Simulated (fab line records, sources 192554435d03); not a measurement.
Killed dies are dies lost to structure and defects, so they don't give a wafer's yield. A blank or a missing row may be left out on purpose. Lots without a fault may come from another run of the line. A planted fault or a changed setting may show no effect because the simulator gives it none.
fab line records | flow n5_finfet
record lots=10 wafers=29 last_day=18
route steps=1938 shown HKMG_FIN@409 BEOL_M4@1111
lots that met no fault: from a run of the same line without faults
start_h: hours from the record's first day to the start of the lot's first wafer shown | wait_h: hours since the lot's step before | " the same as in the row above | L1.1+2: a row that stands for several wafers | - no value, or no start given | * or withheld: withheld | < > ~ a bound
route shown NAME@n: a module of which the file shows steps, and the number in the route of the first | usual: mean/standard deviation of fault-free wafers | same: alike in all rows | chamber/n: place in a boat | sites: the reading at each site | _std_site: their standard deviation | _edge_site: outer sites' mean less inner sites' | radius_mm: how far each site lies from the wafer's centre | mask NAME#n: copy n | behind: the tool/chamber that last shaped the wafer | hold: why the lot was held/for how many hours/how that ended | device: the transistor (n, p or np) that didn't switch | end of line: the same wafers' tests at the end of the route | a step without rows: its recipe alone | killed: dies lost to structure and defects at the first sort, not the wafer's yield | map: a wafer's dies, x killed, . not, _ none there
set.NAME: the setting as run; set.NAME@STEP: as run at that earlier step | model.NAME: the simulator's own value behind a step, which no gauge read
steps of the route over a sample of lots; a table a step, a row a wafer
services: from which hour (start_h, from the record's first day; less than 0 if before it) a tool's chamber was out of use, for how many hours, and why
## steps
# step N5_HKMG_FIN_STRIP_60
# recipe chemistry=N2/H2 power_w=2500 temp_c=300 h2_frac=0.65 time_s=360 pressure_mtorr=withheld n2_flow_sccm=1750 h2_flow_sccm=3250
# usual drypump_motor_current_A=5.7/0.35 heater_power_w=455/43
# columns lot.wafer tool chamber start_h wait_h drypump_motor_current_A heater_power_w rf_hours_counter_h
L164.1 plasma_asher-02 1 76.98 0.0 5.0 440 34
L164.2 " 0 " " 5.9 540 34
L164.6 " 0 " " 6.0 533 -
L167.1 plasma_asher-02 1 97.92 0.0 5.0 439 38
L167.3 " 1 " " 5.0 447 -
L167.6 " 0 " " 5.9 556 -
L169.1 plasma_asher-01 0 109.49 0.0 5.7 410 99
L169.4 " 0 " " 5.7 409 -
L169.5 " 0 " " 5.7 419 -
L170.1 plasma_asher-01 0 114.61 0.1 5.7 424 100
L170.3 " 1 " " 5.8 449 -
L170.5 " 0 " " 5.7 418 -
L177.3 plasma_asher-01 1 158.06 0.1 5.9 452 -
L177.4 " 0 " " 5.7 419 -
L177.6 " 0 " " 5.7 424 -
L180.1 plasma_asher-01 0 174.88 0.0 5.7 422 112
L180.3 " 1 " " 5.9 442 -
L180.6 " 1 " " 5.9 463 -
L181.2 plasma_asher-02 1 181.52 0.0 5.0 436 54
L181.4 " 1 " " 5.0 436 -
L181.6 " 1 " " 5.0 439 -
L182.1 plasma_asher-01 0 183.52 0.0 5.8 418 114
L182.2 " 1 " " 5.9 448 114
L182.5 " 1 " " 5.9 455 -
L184.1 plasma_asher-01 0 201.07 0.0 5.7 415 117
L184.3 " 0 " " 5.7 407 -
L186.2 plasma_asher-01 1 210.09 0.0 5.9 460 120
L186.4 " 1 " " 5.9 456 -
L186.6 " 1 " " 5.9 451 -
# step N5_HKMG_FIN_CVD_62
# recipe material=a-Si target_thk_a=30 temp_c=500 precursor=Si2H6 pressure_torr=1 time_s=20.8
# usual heater_power_w=1473/110
# columns lot.wafer tool chamber start_h wait_h heater_power_w
L164.1 thermal_cvd_si-02 2 77.83 0.2 1513
L164.2 " 0 " " 1465
L164.6 " 2 " " 1534
L167.1 thermal_cvd_si-01 2 98.77 0.2 1546
L167.3 " 0 " " 1467
L167.6 " 0 " " 1425
L169.1 thermal_cvd_si-01 0 110.34 0.2 1447
L169.4 " 1 " " 1239
L169.5 " 0 " " 1448
L170.1 thermal_cvd_si-02 2 115.46 0.2 1535
L170.3 " 1 " " 1527
L170.5 " 2 " " 1536
L177.3 thermal_cvd_si-01 1 158.79 0.2 1226
L177.4 " 0 " " 1484
L177.6 " 2 " " 1551
L180.1 thermal_cvd_si-02 2 175.73 0.2 1552
L180.3 " 1 " " 1532
L180.6 " 0 " " 1486
L181.2 thermal_cvd_si-01 0 182.37 0.2 1491
L181.4 " 1 " " 1262
L181.6 " 2 " " 1556
L182.1 thermal_cvd_si-02 1 184.38 0.2 1506
L182.2 " 2 " " 1587
L182.5 " 1 " " 1550
L184.1 thermal_cvd_si-02 0 201.93 0.2 1502
L184.3 " 1 " " 1538
L186.2 thermal_cvd_si-02 0 210.94 0.2 1512
L186.4 " 1 " " 1534
L186.6 " 0 " " 1497
# step N5_HKMG_FIN_ETCH_31
# recipe chemistry=CF4 target=SiARC target_depth_a=455 mask_material=CAR-ArF time_s=75.8 ion_energy_ev=80 pressure_mtorr=40 source_w=545 bias_w=36 Ar_flow_sccm=100 cf4_flow_sccm=100 ends=cleared
# usual drypump_motor_current_A=5.8/0.39 etch_rf_on_time_s=76.5/1.6 oes_product_au=0.66/0.078 rf_vpp_V=184.1/1.2 showerhead_plenum_p_Torr=2.15/0.082 throttle_valve_pct=15.57/0.21
# columns lot.wafer tool chamber start_h wait_h drypump_motor_current_A etch_rf_on_time_s oes_product_au rf_hours_counter_h rf_vpp_V showerhead_plenum_p_Torr throttle_valve_pct
L164.1 rie_diel-04 1 79.75 0.0 6.1 74.3 0.78 26 183.0 2.18 15.30
L164.2 " 2 " " 5.5 76.2 0.64 145 182.2 2.07 15.59
L164.6 " 3 " " 5.7 73.9 0.61 - 185.9 2.20 15.76
L167.1 rie_diel-05 3 100.47 0.0 5.7 75.0 0.62 189 184.3 2.12 15.58
L167.3 " 1 " " 5.6 76.8 0.61 176 181.9 2.04 15.55
L167.6 " 3 " " 5.7 74.6 0.62 - 184.4 2.13 15.59
L169.1 rie_diel-05 0 112.57 0.0 6.6 78.0 0.70 81 186.0 2.26 15.67
L169.4 " 1 " " 5.6 78.1 0.61 - 183.2 2.04 15.56
L169.5 " 0 " " 6.6 109.9 0.61 - 184.9 2.26 15.65
L170.1 rie_diel-05 0 117.21 0.0 6.6 76.8 0.70 83 185.8 2.26 15.64
L170.3 " 1 " " 5.6 78.3 0.61 184 182.2 2.04 15.56
L170.5 " 1 " " 5.6 110.3 0.53 - 182.4 2.04 15.55
L177.3 rie_diel-03 3 160.46 0.0 5.5 75.0 0.80 13 183.5 2.11 15.55
L177.4 " 2 " " 5.9 79.6 0.58 230 183.8 2.04 15.63
L177.6 " 3 " " 5.5 75.3 0.80 - 184.6 2.11 15.54
L180.1 rie_diel-05 2 177.36 0.0 5.1 75.1 0.78 19 184.9 2.29 15.24
L180.3 " 0 " " 6.6 77.5 0.68 103 186.7 2.25 15.70
L180.6 " 1 " " 5.6 76.8 0.60 - 183.3 2.03 15.60
L181.2 rie_diel-03 1 183.92 0.0 5.7 75.3 0.74 31 183.9 2.16 15.51
L181.4 " 2 " " 5.9 78.7 0.58 237 182.6 2.04 15.65
L181.6 " 3 " " 5.5 75.4 0.78 - 183.4 2.11 15.55
L182.1 rie_diel-04 2 186.84 0.0 5.5 76.0 0.62 184 183.7 2.06 15.65
L182.2 " 0 " " 6.4 74.7 0.61 242 184.0 2.20 16.26
L182.5 " 1 " " 6.1 74.1 0.73 - 183.0 2.17 15.37
L184.1 rie_diel-03 1 203.65 0.0 5.8 75.8 0.73 39 185.3 2.16 15.53
L184.3 " 0 " " 5.8 78.0 0.59 222 184.9 2.21 15.39
L186.2 rie_diel-04 2 212.69 0.0 5.5 77.0 0.61 196 183.7 2.05 15.68
L186.4 " 3 " " 5.6 73.8 0.81 - 183.4 2.18 15.34
L186.6 " 1 " " 6.1 74.2 0.72 - 185.1 2.16 15.38
# step N5_HKMG_FIN_NWFM_ALD_20
# recipe material=TiAlC target_thk_a=20 temp_c=300 ald_precursor_family=TiCl4 ald_co_reactant=TEA pulse_time_s=3 purge_time_s=2 co_reactant_purge_time_s=2 co_reactant_pulse_time_s=10 ald_cycles=7 pressure_torr=3
# usual heater_power_w=497/39 precursor_pulse_height_rel=1.001/0.02
# same pulse_time_s=3
# columns lot.wafer tool chamber start_h wait_h heater_power_w precursor_pulse_height_rel
L164.1 ald_metal-02 3 81.85 0.3 574 1.000
L164.2 " 2 " " 481 1.026
L164.6 " 0 " " 493 0.999
L167.1 ald_metal-02 3 102.39 0.3 550 1.017
L167.3 " 2 " " 472 0.999
L167.6 " 3 " " 556 0.982
L169.1 ald_metal-04 2 114.66 0.3 500 0.999
L169.4 " 1 " " 473 0.971
L169.5 " 1 " " 464 1.018
L170.1 ald_metal-04 0 119.12 0.3 485 1.001
L170.3 " 3 " " 565 1.023
L170.5 " 1 " " 463 1.025
L177.3 ald_metal-04 2 162.45 0.1 484 1.010
L177.4 " 3 " " 582 1.001
L177.6 " 0 " " 481 1.011
L180.1 ald_metal-04 0 179.28 0.3 473 0.989
L180.3 " 3 " " 570 1.030
L180.6 " 3 " " 574 0.981
L181.2 ald_metal-04 0 185.91 0.3 482 1.014
L181.4 " 0 " " 489 0.972
L181.6 " 3 " " 562 1.008
L182.1 ald_metal-03 0 188.80 0.3 471 1.006
L182.2 " 3 " " 473 0.988
L182.5 " 0 " " 459 0.999
L184.1 ald_metal-02 2 205.56 0.3 480 1.023
L184.3 " 3 " " 572 0.980
L186.2 ald_metal-04 3 214.61 0.3 566 0.983
L186.4 " 1 " " 461 0.990
L186.6 " 1 " " 465 0.966
# step N5_BEOL_M4_RC_MEAS_101
# usual DIBL_N=36.5/1.8 DIBL_P=36.5/2.1 IOFF_N=0.17/0.031 IOFF_P=0.22/0.036 ION_N=677/11 ION_P=463/8 SS_N=71.6/0.61 SS_P=73.3/0.63 VT_N=249/3.1 VT_P=-250/3.3
# columns lot.wafer tool chamber start_h wait_h DIBL_N[mV/V] DIBL_P[mV/V] IOFF_N[nA/um] IOFF_P[nA/um] ION_N[uA/um] ION_P[uA/um] SS_N[mV/dec] SS_P[mV/dec] VT_N[mV] VT_P[mV]
L164.1 prober-01 0 176.20 0.0 37.0 37.2 0.18 0.21 689 466 71.7 73.5 244 -254
L164.2 " 0 " " 34.9 34.1 0.14 0.16 662 451 70.4 72.6 251 -255
L164.6 " 0 " " 37.0 35.9 0.17 0.19 683 453 71.9 73.4 248 -254
L167.1 prober-01 0 189.47 0.0 37.0 36.2 0.16 0.20 671 458 71.6 73.5 247 -251
L167.3 " 0 " " 38.6 39.5 0.19 0.25 691 474 71.3 74.3 247 -247
L167.6 " 0 " " 36.6 36.2 0.15 0.20 676 469 70.8 73.4 249 -248
L170.1 prober-01 0 211.96 0.0 36.8 35.8 0.16 0.21 675 460 71.4 73.3 248 -249
L170.3 " 0 " " 33.8 32.8 0.12 0.16 673 459 71.0 72.4 251 -254
L170.5 " 0 " " 35.6 34.7 0.15 0.19 670 461 71.0 72.5 249 -248
L169.1 prober-02 0 212.25 0.0 35.0 35.6 0.13 0.19 667 465 70.8 73.1 249 -251
L169.4 " 0 " " 35.7 36.2 0.15 0.20 678 467 71.3 73.9 249 -253
L169.5 " 0 " " 33.9 34.9 0.13 0.18 675 463 70.9 72.5 251 -251
L177.3 prober-01 0 252.93 0.3 35.1 35.0 0.14 0.20 675 470 71.0 72.8 250 -250
L177.4 " 0 " " 37.4 38.1 0.18 0.25 676 462 71.0 73.8 248 -248
L177.6 " 0 " " 35.0 35.1 0.14 0.21 684 471 71.4 72.9 249 -249
L180.1 prober-01 0 274.17 0.0 33.8 31.6 0.12 0.16 667 455 70.6 71.7 252 -252
L180.3 " 0 " " 37.1 35.1 0.19 0.22 681 460 71.2 73.0 245 -246
L180.6 " 0 " " 35.9 33.6 0.17 0.19 668 455 71.5 73.0 247 -251
L182.1 prober-02 0 274.38 0.0 37.5 38.0 0.20 0.29 688 475 72.0 73.8 246 -242
L182.2 " 0 " " 36.0 36.8 0.18 0.27 694 482 71.0 73.5 246 -243
L182.5 " 0 " " 36.7 37.7 0.19 0.30 692 478 71.7 73.9 248 -241
L181.2 prober-02 0 277.49 0.2 38.7 39.5 0.19 0.25 680 469 71.8 73.7 247 -249
L181.4 " 0 " " 35.6 35.4 0.13 0.19 669 461 71.8 73.0 253 -252
L181.6 " 0 " " 38.0 37.7 0.17 0.22 669 460 72.6 73.1 249 -249
L184.1 prober-02 0 309.07 0.0 33.1 32.2 0.11 0.17 649 458 70.5 72.9 253 -252
L184.3 " 0 " " 36.2 36.9 0.17 0.22 664 463 72.0 72.4 251 -249
L186.2 prober-01 0 335.20 0.2 37.0 35.4 0.15 0.20 662 456 72.7 72.6 253 -251
L186.4 " 0 " " 40.1 39.8 0.20 0.28 673 465 72.6 74.4 251 -245
L186.6 " 0 " " 38.5 38.1 0.18 0.25 667 461 71.9 73.8 248 -247
## services
# columns tool chamber start_h hours kind
rie_diel-04 2 53.58 6.0 repair
rie_diel-05 2 91.55 11.1 repair
thermal_cvd_si-02 - 99.54 2.8 pm
rie_diel-05 2 102.69 - clean
rie_diel-05 2 102.69 - consumable_replace:focus_ring
rie_diel-05 2 102.69 - consumable_replace:showerhead
rie_diel-05 2 102.69 17.7 scheduled_down
rie_diel-05 2 102.69 17.7 vent_cycle
plasma_asher-01 - 105.82 1.8 repair
ald_metal-04 - 115.48 0.6 repair
rie_diel-03 - 118.04 2.8 pm
rie_diel-04 2 122.02 1.8 repair
ald_metal-04 - 165.07 2.8 pm
rie_diel-05 0 166.50 3.8 repair
ald_metal-04 2 168.13 28.5 repair
rie_diel-05 3 168.28 4.5 repair
ald_metal-03 - 169.56 1.2 pm
ald_metal-03 - 174.16 14.6 pm
thermal_cvd_si-02 - 193.50 4.3 pm
rie_diel-03 3 197.84 8.7 repair
thermal_cvd_si-01 0 200.48 7.3 repair
plasma_asher-02 - 205.69 1.0 repair
plasma_asher-01 - 213.28 3.2 repair
rie_diel-03 3 214.28 5.1 repair
## key
first_sign step=N5_HKMG_FIN_ETCH_31 reading=etch_rf_on_time_s direction=up sigmas=21 usual=* struck=*
effect none on later readings
met_at N5_HKMG_FIN_ETCH_31
struck_lots L169,L170
struck_wafers L169.5,L170.5
not_acting_at N5_HKMG_FIN_STRIP_60,N5_HKMG_FIN_CVD_62,N5_HKMG_FIN_NWFM_ALD_20
onset_between 100.47 112.57
fault kind=process_parameter_drift tool=rie_diel-05 chamber=- onset_h=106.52 steps=N5_HKMG_FIN_ETCH_31 channel=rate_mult offset=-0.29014 shape=step end_h=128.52 scope=struck_wafers_only
